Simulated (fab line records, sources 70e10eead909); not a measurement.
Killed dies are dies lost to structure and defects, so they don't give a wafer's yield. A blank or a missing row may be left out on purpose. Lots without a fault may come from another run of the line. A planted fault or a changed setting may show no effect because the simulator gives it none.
Which tool did it? | flow nand_harc | 10 lots, 30 wafers sampled, at 6 steps of a route of 1302

WHAT THE GAUGES READ, wafer by wafer
NHARC_A_SLIT_INSPECT_11.
lot  | measured     | on                | raw_defect_count
L613 | day 19 17:16 | defect_inspect-02 | 123 122 111
L616 | day 20 22:55 | defect_inspect-02 | 25 20 22
L618 | day 20 23:28 | defect_inspect-01 | 59 77 67
L628 | day 25 18:28 | defect_inspect-02 | 15 25 21
L630 | day 26 02:40 | defect_inspect-02 | 25 29 30
L629 | day 26 03:05 | defect_inspect-02 | 86 108 97
L632 | day 27 20:29 | defect_inspect-01 | 61 59 62
L633 | day 28 00:06 | defect_inspect-02 | 63 62 68
L635 | day 28 18:36 | defect_inspect-02 | 51 42 56
L636 | day 29 19:14 | defect_inspect-01 | 80 72 68

NHARC_END_WLT_00.
lot  | measured     | on        | VT_DECK1_BOTTOM                     | VT_DECK1_BOTTOM_INNER               | VT_DECK1_MEDIAN_NEAR_BOTTOM         | VT_DECK1_MEDIAN_NEAR_BOTTOM_INNER   | VT_DECK1_MIDDLE                     | VT_DECK1_MIDDLE_INNER               | VT_DECK1_TOP                        | VT_DECK1_TOP_INNER                  | VT_DECK2_BOTTOM                     | VT_DECK2_BOTTOM_INNER               | VT_DECK2_MEDIAN_NEAR_BOTTOM         | VT_DECK2_MEDIAN_NEAR_BOTTOM_INNER   | VT_DECK2_MIDDLE                     | VT_DECK2_MIDDLE_INNER               | VT_DECK2_TOP                        | VT_DECK2_TOP_INNER
L613 | day 24 02:31 | prober-02 | 0.865 0.860 0.861                   | 0.868 0.862 0.866                   | 0.867 0.854 0.860                   | 0.863 0.865 0.862                   | 0.875 0.879 0.878                   | 0.881 0.878 0.876                   | 0.890 0.889 0.888                   | 0.890 0.888 0.883                   | 0.866 0.861 0.870                   | 0.861 0.862 0.861                   | 0.863 0.867 0.860                   | 0.865 0.861 0.866                   | 0.873 0.877 0.878                   | 0.873 0.883 0.873                   | 0.900 0.892 0.889                   | 0.892 0.894 0.897
L616 | day 25 13:49 | prober-01 | 5.966 5.996 6.013 6.022 5.990 6.002 | 5.991 6.023 5.987 6.005 6.021 5.964 | 6.052 6.037 5.999 5.982 5.980 5.993 | 5.978 5.977 6.020 6.042 6.055 5.960 | 6.026 6.008 6.019 5.949 6.019 5.990 | 6.014 5.978 5.978 6.029 5.998 5.968 | 6.035 5.917 5.991 6.014 6.013 5.955 | 6.012 6.008 5.991 5.977 6.006 6.029 | 5.977 5.988 5.988 6.065 6.002 5.990 | 5.981 6.016 6.000 6.020 6.041 6.041 | 6.023 6.028 6.003 6.026 6.017 6.014 | 6.017 5.969 5.978 6.025 5.993 5.976 | 6.011 5.949 6.025 5.968 6.035 5.988 | 5.989 6.008 5.949 5.986 6.001 5.975 | 6.021 5.971 5.945 5.995 6.020 6.001 | 5.971 6.027 5.987 5.975 5.999 5.995
L618 | day 25 17:12 | prober-02 | 6.008 5.983 5.956 6.001 6.010 5.999 | 5.975 5.983 6.038 5.991 5.995 6.005 | 5.990 6.008 6.042 6.008 6.038 6.011 | 6.008 5.969 5.985 5.990 6.043 6.012 | 6.032 5.990 6.024 6.004 6.071 6.035 | 6.012 5.990 5.979 5.980 5.971 6.069 | 6.040 5.949 5.993 5.963 5.966 6.002 | 5.999 5.960 5.966 6.021 5.985 6.013 | 6.026 6.028 6.022 5.948 5.969 5.996 | 5.998 5.995 6.026 6.017 5.993 5.990 | 6.017 6.004 6.024 5.954 6.024 6.014 | 6.026 6.056 6.003 6.004 6.036 6.010 | 6.000 5.946 5.962 5.944 5.980 5.981 | 5.983 5.989 6.019 5.921 6.058 5.976 | 6.011 5.977 5.992 5.991 5.982 6.029 | 5.956 5.962 6.015 5.985 5.940 5.999
L628 | day 30 23:06 | prober-02 | 0.877 0.880 0.873                   | 0.883 0.872 0.869                   | 0.877 0.878 0.875                   | 0.883 0.880 0.876                   | 0.885 0.899 0.898                   | 0.895 0.888 0.887                   | 0.902 0.900 0.900                   | 0.902 0.905 0.899                   | 0.871 0.875 0.872                   | 0.868 0.887 0.873                   | 0.863 0.875 0.873                   | 0.869 0.874 0.876                   | 0.889 0.881 0.878                   | 0.889 0.892 0.888                   | 0.898 0.893 0.897                   | 0.890 0.904 0.905
L630 | day 30 15:14 | prober-01 | 0.867 0.858 0.866                   | 0.863 0.853 0.858                   | 0.865 0.861 0.871                   | 0.865 0.861 0.865                   | 0.885 0.881 0.878                   | 0.870 0.873 0.883                   | 0.894 0.885 0.881                   | 0.886 0.890 0.890                   | 0.874 0.871 0.870                   | 0.873 0.871 0.860                   | 0.871 0.868 0.865                   | 0.873 0.868 0.861                   | 0.885 0.888 0.885                   | 0.878 0.881 0.879                   | 0.890 0.893 0.892                   | 0.899 0.890 0.888
L629 | day 30 15:16 | prober-02 | 0.867 0.862 0.873                   | 0.863 0.861 0.870                   | 0.866 0.871 0.871                   | 0.867 0.872 0.871                   | 0.883 0.882 0.879                   | 0.887 0.886 0.886                   | 0.897 0.896 0.884                   | 0.892 0.893 0.894                   | 0.883 0.872 0.882                   | 0.891 0.884 0.883                   | 0.889 0.878 0.882                   | 0.889 0.878 0.880                   | 0.887 0.889 0.897                   | 0.894 0.900 0.893                   | 0.897 0.903 0.910                   | 0.895 0.889 0.899
L632 | day 33 02:33 | prober-01 | 0.869 0.877 0.872                   | 0.872 0.873 0.878                   | 0.870 0.867 0.872                   | 0.870 0.874 0.877                   | 0.884 0.887 0.885                   | 0.881 0.888 0.878                   | 0.907 0.897 0.894                   | 0.895 0.897 0.895                   | 0.868 0.862 0.855                   | 0.869 0.854 0.868                   | 0.856 0.861 0.861                   | 0.862 0.867 0.855                   | 0.876 0.873 0.872                   | 0.879 0.880 0.879                   | 0.882 0.897 0.890                   | 0.892 0.880 0.891
L633 | day 32 22:24 | prober-02 | 0.873 0.867 0.869                   | 0.877 0.875 0.873                   | 0.875 0.872 0.876                   | 0.873 0.869 0.868                   | 0.888 0.887 0.877                   | 0.883 0.882 0.885                   | 0.897 0.899 0.895                   | 0.897 0.897 0.896                   | 0.872 0.867 0.858                   | 0.864 0.864 0.861                   | 0.870 0.868 0.859                   | 0.865 0.868 0.860                   | 0.881 0.881 0.877                   | 0.884 0.879 0.873                   | 0.896 0.893 0.893                   | 0.891 0.894 0.886
L635 | day 33 09:05 | prober-02 | 0.878 0.876 0.874                   | 0.886 0.882 0.875                   | 0.883 0.880 0.879                   | 0.879 0.885 0.878                   | 0.893 0.895 0.884                   | 0.891 0.894 0.890                   | 0.899 0.902 0.900                   | 0.898 0.907 0.907                   | 0.861 0.869 0.866                   | 0.866 0.864 0.857                   | 0.871 0.864 0.864                   | 0.867 0.863 0.868                   | 0.880 0.875 0.880                   | 0.887 0.886 0.880                   | 0.893 0.887 0.898                   | 0.889 0.895 0.888
L636 | day 34 19:08 | prober-01 | 0.887 0.871 0.874                   | 0.885 0.874 0.878                   | 0.882 0.881 0.881                   | 0.880 0.874 0.876                   | 0.904 0.884 0.894                   | 0.895 0.892 0.882                   | 0.900 0.913 0.909                   | 0.904 0.901 0.903                   | 0.871 0.873 0.878                   | 0.875 0.874 0.873                   | 0.877 0.881 0.882                   | 0.879 0.878 0.874                   | 0.889 0.888 0.890                   | 0.889 0.883 0.888                   | 0.896 0.905 0.895                   | 0.902 0.887 0.903

NHARC_END_SORT_01.
lot  | measured     | on        | defect_limited_yield (%) | killed_at_array | killed_at_other | killed_at_periphery | killed_dies | killed_open | killed_short | sort_bin_2_pct (%) | sort_bin_3_pct (%) | sort_bin_4_pct (%) | sort_n_pass | sort_rim_yield_pct (%) | sort_yield_pct (%)
L613 | day 24 06:23 | prober-02 | 85.2 87.4 86.3           | 94 83 85        | 1 1 0           | 5 1 8               | 100 85 93   | 3 5 3       | 2 2 3        | 4.6 5.2 5.8        | 1.0 1.0 0.9        | 9.2 6.4 7.1        | 577 592 584 | 88 92 92               | 85.2 87.4 86.3
L628 | day 31 05:22 | prober-02 | 94.5                     | 33              | 1               | 3                   | 37          | 4           | 1            | 1.6                | 0.4                | 3.4                | 640         | 91                     | 94.5
L629 | day 30 18:16 | prober-02 | 90.0 88.6 90.1           | 66 72 62        | 0 0 0           | 2 5 5               | 68 77 67    | 2 6 5       | 6 4 3        | 4.0 4.4 4.4        | 0.7 0.9 1.2        | 5.3 6.1 4.3        | 609 600 610 | 92 85 87               | 90.0 88.6 90.1
L632 | day 33 05:52 | prober-01 | 91.9 89.7 91.7           | 50 64 54        | 1 2 1           | 4 4 1               | 55 70 56    | 2 6 3       | 4 1 2        | 2.7 3.2 2.5        | 0.1 0.4 0.4        | 5.3 6.6 5.3        | 622 607 621 | 88 85 88               | 91.9 89.7 91.7
L633 | day 33 01:43 | prober-02 | 91.4 93.1 92.2           | 49 43 44        | 1 0 0           | 8 4 9               | 58 47 53    | 8 2 5       | 1 1 1        | 4.3 2.7 3.0        | 0.6 0.3 0.7        | 3.7 4.0 4.1        | 619 630 624 | 89 88 86               | 91.4 93.1 92.2

WHICH TOOL RAN EACH LOT (tool, then ch and the chambers of the sampled wafers, then the start)
lot  | NHARC_A_SLIT_STRIP_18                         | NHARC_A_WL_FILL_ALD_00           | NHARC_A_WL_FILL_ETCHBACK_05
L613 | rie_diel-06 ch 1,2,3, day 20 06:22 or earlier | ald_hk-03 ch 0,3, day 20 06:22   | rie_metal-02 ch 0,1, day 20 07:53
L616 | rie_diel-07 ch 1,2,3, day 21 11:55 or earlier | ald_hk-04 ch 0,3, day 21 11:55   | rie_metal-02 ch 0,1, day 21 13:31
L618 | rie_diel-07 ch 1,2,3, day 21 11:55 or earlier | ald_hk-01 ch 0,1, day 21 11:55   | rie_metal-03 ch 0,1, day 21 13:37
L628 | rie_diel-06 ch 0,2, day 26 11:59 or earlier   | ald_hk-01 ch 0,2, day 26 11:59   | rie_metal-01 ch 0,1, day 26 13:30
L630 | rie_diel-07 ch 0,3, day 26 15:42 or earlier   | ald_hk-04 ch 0,2,3, day 26 15:42 | rie_metal-02 ch 0,1, day 26 17:25
L629 | rie_diel-07 ch 0,1,2, day 26 15:38 or earlier | ald_hk-01 ch 0,2, day 26 15:38   | rie_metal-03 ch 0,1, day 26 17:10
L632 | rie_diel-06 ch 0,1,2, day 28 09:34 or earlier | ald_hk-04 ch 2,3, day 28 09:34   | rie_metal-01 ch 0,1, day 28 11:07
L633 | rie_diel-11 ch 0,3, day 28 17:35 or earlier   | ald_hk-01 ch 0,3, day 28 17:35   | rie_metal-03 ch 1, day 28 19:06
L635 | rie_diel-07 ch 0,1,2, day 29 07:43 or earlier | ald_hk-04 ch 0,2,3, day 29 07:43 | rie_metal-02 ch 1, day 29 09:27
L636 | rie_diel-11 ch 0,1,3, day 30 08:05 or earlier | ald_hk-04 ch 0,1,3, day 30 08:05 | rie_metal-02 ch 1, day 30 09:58
- NHARC_A_SLIT_STRIP_18: strips in O2.
- NHARC_A_WL_FILL_ALD_00: deposits Al2O3, target thk 3 nm, pulse time 3 s, ald cycles 30.
- NHARC_A_WL_FILL_ETCHBACK_05: etches the open film in Cl2/BCl3, target depth 22 nm, time 60 s.

WHAT THE TOOLS THEMSELVES READ (means of the sampled wafers that have a number; where no wafer has one, the mark that the record gives instead)
NHARC_A_SLIT_STRIP_18.
lot  | tool        | drypump_motor_current_A (A) | oes_product_au (a.u.) | rf_vpp_V (V) | showerhead_plenum_p_Torr (Torr) | throttle_valve_pct (%)
L613 | rie_diel-06 | 5.5                         | 1.009                 | 57.4         | 3.50                            | 17.048
L616 | rie_diel-07 | 5.6                         | 1.002                 | 57.4         | 3.48                            | 17.041
L618 | rie_diel-07 | 5.6                         | 0.999                 | 58.0         | 3.48                            | 17.039
L628 | rie_diel-06 | 6.0                         | 1.000                 | 58.8         | 3.42                            | 17.043
L630 | rie_diel-07 | 6.4                         | 1.009                 | 58.0         | 3.55                            | 17.024
L629 | rie_diel-07 | 5.7                         | 1.004                 | 59.2         | 3.58                            | 17.041
L632 | rie_diel-06 | 5.6                         | 0.995                 | 56.8         | 3.45                            | 17.042
L633 | rie_diel-11 | 5.2                         | 0.995                 | 57.2         | 3.35                            | 17.044
L635 | rie_diel-07 | 5.7                         | 1.000                 | 58.7         | 3.58                            | 17.041
L636 | rie_diel-11 | 5.5                         | 0.999                 | 57.5         | 3.40                            | 17.030

NHARC_A_WL_FILL_ALD_00.
lot  | tool      | heater_power_outer_w (W) | heater_power_w (W) | precursor_pulse_height_rel
L613 | ald_hk-03 | 259                      | 506                | 1.007
L616 | ald_hk-04 | -                        | -                  | -
L618 | ald_hk-01 | -                        | -                  | -
L628 | ald_hk-01 | 243                      | 444                | 0.984
L630 | ald_hk-04 | 269                      | 475                | 1.005
L629 | ald_hk-01 | 241                      | 445                | 0.995
L632 | ald_hk-04 | 257                      | 469                | 0.996
L633 | ald_hk-01 | 300                      | 500                | 1.010
L635 | ald_hk-04 | 267                      | 481                | 1.000
L636 | ald_hk-04 | 269                      | 475                | 0.974

NHARC_A_WL_FILL_ETCHBACK_05.
lot  | tool         | drypump_motor_current_A (A) | oes_product_au (a.u.)
L613 | rie_metal-02 | 5.5                         | 0.989
L616 | rie_metal-02 | 5.5                         | 0.999
L618 | rie_metal-03 | 6.1                         | 1.012
L628 | rie_metal-01 | 6.0                         | 0.999
L630 | rie_metal-02 | 5.8                         | 1.010
L629 | rie_metal-03 | 6.1                         | 0.991
L632 | rie_metal-01 | 5.6                         | 1.000
L633 | rie_metal-03 | 5.9                         | 0.983
L635 | rie_metal-02 | 6.2                         | 0.998
L636 | rie_metal-02 | 6.1                         | 0.991

THE ANSWER, worked out from the rows above alone
Rule: what is usual is taken from the lots themselves. Put in order of their means at a reading, lots are off if they are a third of the lots or fewer, leave a main group of 4 or more, and stand apart from it by a gap of 3 or more times the standard deviation of the main group's means; of several such gaps the widest counts. A main group whose means are all the same, to the digits that the tables above print for the reading, isn't used. A lot without any number at a reading at which 4 lots or more have one is off too. The other lots that the step has rows for count as sound. The gauges are gone through in route order, then the tools' own readings, and for those a lot's mean is taken as printed above. The first step at which some lot is off is used, and at that step the reading that is off furthest; a lot without a number counts as furthest.
Off: L616, L618, at NHARC_END_WLT_00 (VT_DECK2_TOP_INNER). The main group: mean 0.893, standard deviation 0.0037.
A tool fits if, at a process step before that reading, it ran every lot that is off, and no sound lot after the first of them. The gauges at NHARC_END_WLT_00 aren't tried: what is off there is off at NHARC_A_WL_FILL_ALD_00 too, on other tools, and a gauge's error can't cause that. NHARC_A_SLIT_STRIP_18 gives no start for some lots, so the hours and the order of its lots are those of NHARC_A_WL_FILL_ALD_00. None of those tried fits.

WHAT THE SIMULATOR HAD PUT IN
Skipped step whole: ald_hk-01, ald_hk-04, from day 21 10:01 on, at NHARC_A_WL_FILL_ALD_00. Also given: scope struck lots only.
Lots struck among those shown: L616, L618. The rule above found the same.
